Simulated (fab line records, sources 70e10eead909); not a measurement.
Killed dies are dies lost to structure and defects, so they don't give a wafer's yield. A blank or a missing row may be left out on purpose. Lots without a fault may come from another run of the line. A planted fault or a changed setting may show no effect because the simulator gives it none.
fab line records | flow nand_harc
record lots=7 wafers=21 last_day=24
route steps=1159 shown A_BLC@976 END@1159
lots that met no fault: from a run of the same line without faults
start_h: hours from the record's first day to the start of the lot's first wafer shown | wait_h: hours since the lot's step before | " the same as in the row above | L1.1+2: a row that stands for several wafers | - no value, or no start given | * or withheld: withheld | < > ~ a bound
route shown NAME@n: a module of which the file shows steps, and the number in the route of the first | usual: mean/standard deviation of fault-free wafers | same: alike in all rows | chamber/n: place in a boat | sites: the reading at each site | _std_site: their standard deviation | _edge_site: outer sites' mean less inner sites' | radius_mm: how far each site lies from the wafer's centre | mask NAME#n: copy n | behind: the tool/chamber that last shaped the wafer | hold: why the lot was held/for how many hours/how that ended | device: the transistor (n, p or np) that didn't switch | end of line: the same wafers' tests at the end of the route | a step without rows: its recipe alone | killed: dies lost to structure and defects at the first sort, not the wafer's yield | map: a wafer's dies, x killed, . not, _ none there
set.NAME: the setting as run; set.NAME@STEP: as run at that earlier step | model.NAME: the simulator's own value behind a step, which no gauge read
lots at some steps of the route; a table a step, a row a wafer
services: from which hour (start_h, from the record's first day; less than 0 if before it) a tool's chamber was out of use, for how many hours, and why
## steps
# step NHARC_A_BLC_INSPECT_12
# usual raw_defect_count=30/11
# columns lot.wafer tool chamber start_h wait_h raw_defect_count
L407.1 defect_inspect-01 - 399.97 0.0 29
L407.4 " - " " 31
L407.6 " - " " 32
L409.2 defect_inspect-02 - 423.70 0.0 29
L409.3 " - " " 34
L409.5 " - " " 28
L415.2 defect_inspect-01 - 475.75 0.0 27
L415.4 " - " " 21
L415.5 " - " " 32
L417.2 defect_inspect-02 - 476.34 0.0 31
L417.4 " - " " 29
L417.6 " - " " 52
L420.2 defect_inspect-02 - 482.61 0.0 38
L420.3 " - " " 38
L420.5 " - " " 41
L419.1 defect_inspect-02 - 493.43 0.0 37
L419.3 " - " " 44
L419.6 " - " " 38
L425.1 defect_inspect-01 - 519.38 0.0 41
L425.3 " - " " 47
L425.4 " - " " 38
# step NHARC_A_BLC_DESCUM_15
# recipe time_s=3 o2_flow_sccm=200 ar_flow_sccm=0 bias_power_w=0 chemistry=O2
# step NHARC_A_BLC_ETCH_16
# recipe target_depth_a=390 over_etch_frac=0.3 time_s=65 ion_energy_ev=80 cf4_flow_sccm=150 ar_flow_sccm=0 rf_w=300 bias_w=100 chemistry=CF4
# usual cf4_flow_sccm=150.1/0.46 drypump_motor_current_A=5.9/0.45 mfc_ar_sccm=0.013/0.015 oes_product_au=0.998/0.0075 rf_vpp_V=151.2/1.2 showerhead_plenum_p_Torr=1.76/0.074 throttle_valve_pct=13.285/0.0087
# columns lot.wafer tool chamber start_h wait_h cf4_flow_sccm drypump_motor_current_A mfc_ar_sccm oes_product_au rf_hours_counter_h rf_vpp_V showerhead_plenum_p_Torr throttle_valve_pct
L407.1 rie_diel-09 1 400.20 0.1 149.7 6.5 0.017 1.005 16 151.7 1.84 13.286
L407.4 " 2 " " 149.8 5.8 0.004 1.001 16 150.5 1.73 13.284
L407.6 " 1 " " 149.9 6.5 0.017 0.999 - 152.1 1.84 13.291
L409.2 rie_diel-09 1 423.87 0.1 149.2 6.5 0.017 1.001 18 152.9 1.84 13.301
L409.3 " 3 " " 150.4 6.3 0 0.994 19 150.6 1.85 13.282
L409.5 " 1 " " 150.5 6.5 0.017 1.002 - 152.5 1.84 13.297
L415.2 rie_diel-09 1 475.91 0.1 150.5 6.5 0.017 1.007 4 153.0 1.84 13.304
L415.4 " 2 " " 150.0 5.7 0.004 0.994 3 152.2 1.73 13.277
L415.5 " 0 " " 150.2 5.3 0.043 0.996 - 149.6 1.67 13.305
L417.2 rie_diel-06 2 476.49 0.1 150.0 5.2 0.002 0.984 4 152.6 1.83 13.283
L417.4 " 0 " " 150.7 5.6 0.023 0.979 4 150.6 1.67 13.278
L417.6 " 1 " " 150.6 5.9 0 0.985 - 149.4 1.76 13.279
L420.2 rie_diel-06 3 482.75 0.1 149.5 6.0 0 0.993 5 150.1 1.69 13.293
L420.3 " 2 " " 150.0 5.2 0.002 0.999 4 150.7 1.83 13.297
L420.5 " 0 " " 149.4 5.6 0.023 0.992 - 150.9 1.67 13.286
L419.1 rie_diel-06 3 493.58 0.1 149.9 6.0 0 0.982 6 150.3 1.69 13.272
L419.3 " 0 " " 150.0 5.6 0.023 0.978 6 151.5 1.67 13.285
L419.6 " 3 " " 149.6 6.0 0 0.990 - 150.3 1.69 13.293
L425.4 rie_diel-09 1 519.53 0.1 149.7 6.5 0.017 1.007 10 152.8 1.84 13.287
L425.1 " 2 " " 150.5 5.7 0.004 1.003 8 150.7 1.72 13.277
L425.3 " 3 " " 150.8 6.3 0 1.007 10 152.9 1.85 13.271
# step NHARC_A_BLC_ETCH_17
# recipe target_depth_a=3900 over_etch_frac=0.25 time_s=609.38 ion_energy_ev=200 n2_flow_sccm=150 h2_flow_sccm=150 ar_flow_sccm=0 rf_w=400 bias_w=150 chemistry=N2/H2
# usual drypump_motor_current_A=5.9/0.45 mfc_ar_sccm=0.014/0.016 oes_product_au=0.999/0.0076 rf_vpp_V=430.2/2.9 showerhead_plenum_p_Torr=2.03/0.098 throttle_valve_pct=14.173/0.0092
# columns lot.wafer tool chamber start_h wait_h drypump_motor_current_A mfc_ar_sccm oes_product_au rf_hours_counter_h rf_vpp_V showerhead_plenum_p_Torr throttle_valve_pct
L407.4 rie_diel-09 1 - - 6.5 0.017 1.007 16 433.2 2.14 14.166
L407.1 " 0 " " 5.3 0.043 1.004 16 427.2 1.91 14.182
L407.6 " 2 " " 5.8 0.004 0.999 - 428.1 1.99 14.168
L409.2 rie_diel-09 1 - - 6.5 0.017 1.000 18 433.4 2.14 14.185
L409.3 " 3 " " 6.3 0 0.996 19 433.0 2.15 14.174
L409.5 " 1 " " 6.5 0.017 0.990 - 433.2 2.14 14.181
L415.2 rie_diel-09 2 - - 5.7 0.004 1.004 3 430.7 1.98 14.170
L415.4 " 3 " " 6.3 0 0.995 3 432.2 2.14 14.193
L415.5 " 2 " " 5.7 0.004 1.001 - 428.1 1.98 14.185
L417.2 rie_diel-06 1 - - 6.0 0 1.007 4 431.0 2.03 14.171
L417.4 " 2 " " 5.2 0.002 0.985 4 431.8 2.11 14.161
L417.6 " 3 " " 6.1 0 0.995 - 427.4 1.94 14.164
L420.2 rie_diel-06 3 - - 6.0 0 0.987 5 426.1 1.94 14.177
L420.3 " 0 " " 5.6 0.023 0.999 5 425.9 1.91 14.181
L420.5 " 2 " " 5.3 0.002 0.993 - 432.1 2.11 14.181
L419.1 rie_diel-06 3 - - 6.0 0 1.003 6 429.9 1.94 14.167
L419.3 " 2 " " 5.2 0.002 0.985 5 432.8 2.11 14.192
L419.6 " 3 " " 6.0 0 0.987 - 426.9 1.94 14.152
L425.3 rie_diel-09 2 - - 5.7 0.004 0.998 8 428.2 1.98 14.165
L425.1 " 0 " " 5.3 0.043 1.003 11 426.0 1.91 14.176
L425.4 " 1 " " 6.5 0.017 1.016 10 432.4 2.13 14.184
# step NHARC_A_BLC_ETCH_18
# recipe target_depth_a=9100 c4f8_flow_sccm=20 o2_flow_sccm=10 ar_flow_sccm=withheld rf_w=600 bias_w=1500 chemistry=C4F8/O2/Ar
# step NHARC_A_BLC_CD_MEAS_19
# usual cd_nm=99.9/1.3
# columns lot.wafer tool chamber start_h wait_h cd_nm
L407.1 cd_sem-01 - 401.12 - 102.1
L407.4 " - " " 99.9
L407.6 " - " " 101.7
L409.2 cd_sem-01 - 424.75 - 97.4
L409.3 " - " " 96.5
L409.5 " - " " 101.0
L415.2 cd_sem-01 - 476.78 - 101.4
L415.4 " - " " 100.2
L415.5 " - " " 100.9
L417.2 cd_sem-03 - 477.36 - 100.1
L417.4 " - " " 98.0
L417.6 " - " " 99.4
L420.2 cd_sem-02 - 483.64 - 97.3
L420.3 " - " " 99.6
L420.5 " - " " 99.1
L419.1 cd_sem-03 - 494.45 - 100.1
L419.3 " - " " 99.9
L419.6 " - " " 99.9
L425.1 cd_sem-01 - 520.41 - 101.9
L425.3 " - " " 99.5
L425.4 " - " " 101.3
# step NHARC_A_BLC_STRIP_29
# recipe cf4_flow_sccm=150 ar_flow_sccm=0 bias_w=0 chemistry=CF4
# usual cf4_flow_sccm=150.0/0.42 drypump_motor_current_A=5.8/0.45 mfc_ar_sccm=0.012/0.014 oes_product_au=0.999/0.0083 rf_vpp_V=59.3/0.87 showerhead_plenum_p_Torr=1.76/0.072 throttle_valve_pct=13.283/0.0095
# columns lot.wafer tool chamber start_h wait_h cf4_flow_sccm drypump_motor_current_A mfc_ar_sccm oes_product_au rf_hours_counter_h rf_vpp_V showerhead_plenum_p_Torr throttle_valve_pct
L407.4 rie_diel-09 1 401.23 0.1 150.2 6.5 0.017 1.004 16 60.1 1.84 13.286
L407.1 " 3 " " 149.9 6.3 0 1.002 17 58.7 1.85 13.282
L407.6 " 2 " " 149.7 5.7 0.004 1.008 - 57.5 1.73 13.285
L409.2 rie_diel-09 2 424.83 0.1 149.6 5.7 0.004 1.002 18 58.8 1.73 13.301
L409.3 " 0 " " 149.3 5.3 0.043 1.004 19 58.0 1.67 13.267
L409.5 " 1 " " 150.4 6.5 0.017 1.009 - 59.5 1.84 13.295
L415.2 rie_diel-09 1 476.87 0.1 149.4 6.5 0.017 1.014 4 59.8 1.84 13.268
L415.4 " 3 " " 150.0 6.3 0 1.014 3 60.5 1.85 13.283
L415.5 " 1 " " 149.2 6.5 0.017 1.015 - 59.2 1.84 13.267
L417.4 rie_diel-05 2 477.44 0.1 150.1 5.3 0.013 0.999 44 59.6 1.76 13.277
L417.2 " 0 " " 150.0 6.0 0.027 1.008 50 60.3 1.89 13.306
L417.6 " 2 " " 150.6 5.3 0.013 1.006 - 60.5 1.76 13.296
L420.2 rie_diel-09 3 483.72 0.1 150.2 6.3 0 0.992 5 59.1 1.85 13.293
L420.3 " 1 " " 150.0 6.5 0.017 1.017 5 59.9 1.84 13.290
L420.5 " 2 " " 150.0 5.7 0.004 0.991 - 59.7 1.72 13.279
L419.1 rie_diel-09 0 494.54 0.1 150.2 5.3 0.043 1.005 7 58.0 1.67 13.289
L419.3 " 1 " " 150.2 6.5 0.017 1.008 6 59.8 1.84 13.277
L419.6 " 3 " " 149.7 6.3 0 1.002 - 60.8 1.85 13.253
L425.1 rie_diel-06 2 520.50 0.1 149.7 5.3 0.002 0.988 7 58.0 1.82 13.278
L425.3 " 3 " " 150.1 6.0 0 0.993 8 59.7 1.69 13.278
L425.4 " 0 " " 149.5 5.6 0.023 0.997 9 58.9 1.67 13.291
# step NHARC_A_BLC_STRIP_21
# recipe o2_flow_sccm=500 ar_flow_sccm=0 bias_w=0 chemistry=O2
# step NHARC_A_BLC_STRIP_22
# recipe time_s=600 temp_c=30 chemistry=post_etch_residue_remover
# step NHARC_A_BLC_DEGAS_30
# recipe temp_c=300 time_s=60
# usual heater_power_w=447/36
# columns lot.wafer tool chamber start_h wait_h heater_power_w
L407.1 pvd_sputter-03 - 401.80 - 494
L407.4 " - " " 464
L407.6 " - " " 479
L409.2 pvd_sputter-02 - 425.35 - 417
L409.3 " - " " 430
L409.5 " - " " 415
L415.4 pvd_sputter-01 - 477.43 - 457
L415.2 " - " " 428
L415.5 " - " " 455
L417.4 pvd_sputter-03 - 478.02 - 508
L417.2 " - " " 422
L417.6 " - " " 499
L420.2 pvd_sputter-01 - 484.26 - 468
L420.3 " - " " 384
L420.5 " - " " 438
L419.1 pvd_sputter-02 - 495.09 - 468
L419.3 " - " " 379
L419.6 " - " " 470
L425.3 pvd_sputter-02 - 521.03 - 396
L425.1 " - " " 475
L425.4 " - " " 430
# step NHARC_A_BLC_PRE_CLEAN_31
# recipe time_s=15 bias_v=250 gas=Ar
# step NHARC_A_BLC_PVD_32
# recipe target_thk_a=50 chamber_pressure_pa=5 power_w=5000 substrate_temp_c=200 time_s=17.7 material=Ti
# usual throttle_valve_pct=30.1/1
# columns lot.wafer tool chamber start_h wait_h throttle_valve_pct
L407.4 pvd_sputter-03 - - - 31.8
L407.1 " - " " 32.5
L407.6 " - " " 32.1
L409.2 pvd_sputter-02 - - - 30.1
L409.3 " - " " 29.5
L409.5 " - " " 29.9
L415.2 pvd_sputter-01 - - - 29.6
L415.4 " - " " 30.4
L415.5 " - " " 29.4
L417.4 pvd_sputter-03 - - - 31.5
L417.2 " - " " 29.8
L417.6 " - " " 32.3
L420.2 pvd_sputter-01 - - - 29.4
L420.3 " - " " 30.3
L420.5 " - " " 29.4
L419.3 pvd_sputter-02 - - - 30.0
L419.1 " - " " 29.6
L419.6 " - " " 28.5
L425.3 pvd_sputter-02 - - - 29.4
L425.4 " - " " 28.3
L425.1 " - " " 30.0
# step NHARC_A_BLC_ALD_23
# recipe target_thk_a=30 pulse_time_s=1 ald_cycles=150 temp_c=450 material=TiN
# usual ald_cycles=150/0 heater_power_w=1035/130 precursor_pulse_height_rel=1.000/0.02
# columns lot.wafer tool chamber start_h wait_h ald_cycles heater_power_w precursor_pulse_height_rel since_wet_clean_h
L407.4 ald_metal-04 1 402.13 - 150 985 0.997 164
L407.1 " 2 " " 150 1037 1.000 164
L407.6 " 0 " " 150 951 1.013 -
L409.3 ald_metal-02 1 425.59 - 150 883 0.989 52
L409.2 " 2 " " 150 955 0.962 52
L409.5 " 2 " " 150 934 0.987 -
L415.4 ald_metal-04 2 477.67 - 150 1017 1.011 62
L415.2 " 0 " " 139 984 0.988 62
L415.5 " 3 " " 150 1199 0.995 -
L417.4 ald_metal-02 2 478.28 - 150 936 1.013 104
L417.2 " 3 " " 150 901 1.005 104
L417.6 " 1 " " 150 877 1.006 -
L420.3 ald_metal-04 1 484.56 - 150 999 0.991 69
L420.2 " 2 " " 150 1035 0.993 69
L420.5 " 0 " " 139 1005 1.010 -
L419.3 ald_metal-04 0 495.36 - 139 1038 1.019 79
L419.1 " 1 " " 150 1020 1.001 79
L419.6 " 3 " " 150 1246 0.981 -
L425.3 ald_metal-02 0 521.38 - 150 1152 0.989 147
L425.4 " 1 " " 150 888 1.002 147
L425.1 " 2 " " 150 956 1.016 147
# step NHARC_A_BLC_CVD_24
# recipe target_thk_a=1500 temp_c=300 pressure_torr=40 wf6_flow_sccm=40 h2_flow_sccm=1600 ar_flow_sccm=1560 time_s=434 material=W
# step NHARC_END_SORT_01
# recipe temp_c=25
# usual killed_at_array=28/8.9 killed_at_other=0.8/1.2 killed_at_periphery=3.3/2.3 killed_dies=32/9.4 killed_open=3.2/1.8 killed_short=1.9/1.4
# same gross_dies=677
# columns lot.wafer tool chamber start_h wait_h killed_at_array killed_at_other killed_at_periphery killed_dies killed_open killed_short
L409.2 prober-01 0 477.87 2.8 24 0 3 27 5 1
L409.3 prober-01 0 478.66 3.1 32 0 3 35 3 3
L409.5 prober-01 0 480.24 3.7 25 0 2 27 4 1
L415.2 prober-01 0 526.05 2.8 29 0 1 30 3 3
L415.4 prober-01 0 527.64 3.4 27 0 1 28 3 2
L415.5 prober-01 0 528.44 3.7 25 0 2 27 5 1
L425.1 prober-02 0 564.79 2.5 34 0 3 37 3 0
L425.3 prober-02 0 566.37 3.1 43 1 4 48 3 3
L425.4 prober-02 0 567.17 3.4 34 0 3 37 1 2
# killed by level:class
L409.2 A_SLIT:chamber_film_flake=9 A_CONTACT:geometric_particle:open=4 A_CHANNEL_HOLE_D1:chamber_film_flake=4 A_CONTACT:chamber_film_flake=3 P_ZERO_WELL:chamber_film_flake=2 A_SOURCE_PLATE:geometric_particle:open=1 A_M0:geometric_particle:short=1 P_STI:chamber_film_flake=1
L409.3 A_SLIT:chamber_film_flake=11 A_CHANNEL_HOLE_D1:chamber_film_flake=8 A_CONTACT:chamber_film_flake=6 A_ONON_D1:geometric_particle:open=2 P_M0:geometric_particle:short=1 P_M1:geometric_particle:open=1 A_ONON_D1:geometric_particle:short=1 A_SGD_CUT:geometric_particle:short=1
L409.5 A_SLIT:chamber_film_flake=9 A_CHANNEL_HOLE_D1:chamber_film_flake=5 A_STAIRCASE:chamber_film_flake=3 A_CONTACT:chamber_film_flake=3 A_ONON_D1:geometric_particle:open=2 A_CONTACT:geometric_particle:open=2 P_ZERO_WELL:chamber_film_flake=2 A_ONON_D1:geometric_particle:short=1
L415.2 A_SLIT:chamber_film_flake=12 A_CHANNEL_HOLE_D1:chamber_film_flake=6 A_STAIRCASE:chamber_film_flake=3 A_WL_FILL:geometric_particle:short=2 A_CONTACT:geometric_particle:open=2 P_GATE:geometric_particle:open=1 A_CONTACT:geometric_particle:short=1 A_CHANNEL_FILL_D1:chamber_film_flake=1
L415.4 A_SLIT:chamber_film_flake=14 A_CHANNEL_HOLE_D1:chamber_film_flake=3 A_STAIRCASE:chamber_film_flake=3 A_WL_FILL:chamber_film_flake=2 P_M0:geometric_particle:open=1 A_ONON_D1:geometric_particle:open=1 A_CHANNEL_FILL_D1:geometric_particle:short=1 A_CHANNEL_FILL_D1:geometric_particle:open=1
L415.5 A_SLIT:chamber_film_flake=12 A_CHANNEL_HOLE_D1:chamber_film_flake=5 A_STAIRCASE:chamber_film_flake=3 P_CONTACT:geometric_particle:open=1 P_M0:geometric_particle:open=1 A_CHANNEL_FILL_D1:geometric_particle:open=1 A_WL_FILL:geometric_particle:open=1 A_CONTACT:geometric_particle:short=1
L425.1 A_CHANNEL_HOLE_D1:chamber_film_flake=23 P_M2:chamber_film_flake=3 A_CONTACT:chamber_film_flake=3 A_CHANNEL_FILL_D1:geometric_particle:open=2 A_STAIRCASE:chamber_film_flake=2 A_M1:geometric_particle:open=1 A_ZERO_WELL:chamber_film_flake=1 A_CHANNEL_FILL_D1:chamber_film_flake=1
L425.3 A_CHANNEL_HOLE_D1:chamber_film_flake=25 A_CONTACT:chamber_film_flake=7 A_STAIRCASE:chamber_film_flake=6 A_CONTACT:geometric_particle:open=2 P_STI:geometric_particle:short=1 P_GATE:geometric_particle:open=1 P_M1:geometric_particle:short=1 P_ZERO_WELL:chamber_film_flake=1
L425.4 A_CHANNEL_HOLE_D1:chamber_film_flake=16 A_STAIRCASE:chamber_film_flake=7 A_CONTACT:chamber_film_flake=5 A_M0:chamber_film_flake=3 P_CONTACT:geometric_particle:short=1 A_ONON_D1:geometric_particle:short=1 A_CONTACT:geometric_particle:open=1 P_STI:chamber_film_flake=1
## services
# columns tool chamber start_h hours kind
pvd_sputter-01 - 378.20 1.3 repair
rie_diel-09 0 385.68 - clean
rie_diel-09 1 385.68 - clean
rie_diel-09 2 385.68 - clean
rie_diel-09 3 385.68 - clean
pvd_sputter-02 - 392.00 10.0 pm
rie_diel-06 3 399.70 2.4 repair
ald_metal-04 - 406.00 10.0 pm
rie_diel-09 0 410.27 - clean
rie_diel-09 1 410.27 - clean
rie_diel-09 2 410.27 - clean
rie_diel-09 3 410.27 - clean
rie_diel-06 - 418.21 9.0 pm
pvd_sputter-03 - 424.30 1.7 repair
pvd_sputter-01 - 426.35 1.9 repair
rie_diel-09 - 431.10 9.0 pm
pvd_sputter-02 - 434.43 1.3 repair
ald_metal-04 1 434.95 4.0 repair
pvd_sputter-02 - 456.78 1.3 repair
pvd_sputter-03 - 458.00 10.0 pm
rie_diel-09 2 490.38 5.8 repair
pvd_sputter-02 - 495.71 1.8 repair
pvd_sputter-01 - 514.01 10.0 pm
rie_diel-05 - 517.82 9.0 pm
## key
first_sign step=NHARC_A_BLC_ALD_23 reading=ald_cycles direction=down sigmas=99+ usual=150 struck=139
effect none on later readings
met_at NHARC_A_BLC_ALD_23
struck_wafers L415.2,L419.3,L420.5
tester_left_out L415,L419,L420
onset_between 402.13 477.67
fault kind=process_parameter_drift tool=ald_metal-04 chamber=0 onset_h=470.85 steps=NHARC_A_BLC_ALD_23 channel=ald_cycles offset=-11 shape=step end_h=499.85 acts_in=these_recipes_only stated=150
# tester_left_out: of these lots the tester's yield and bins aren't shown, on N5 and GAA mostly nor the transistor test; their killed dies are dies lost to structure and defects alone, not to doping, threshold or leakage, so they don't give the yield
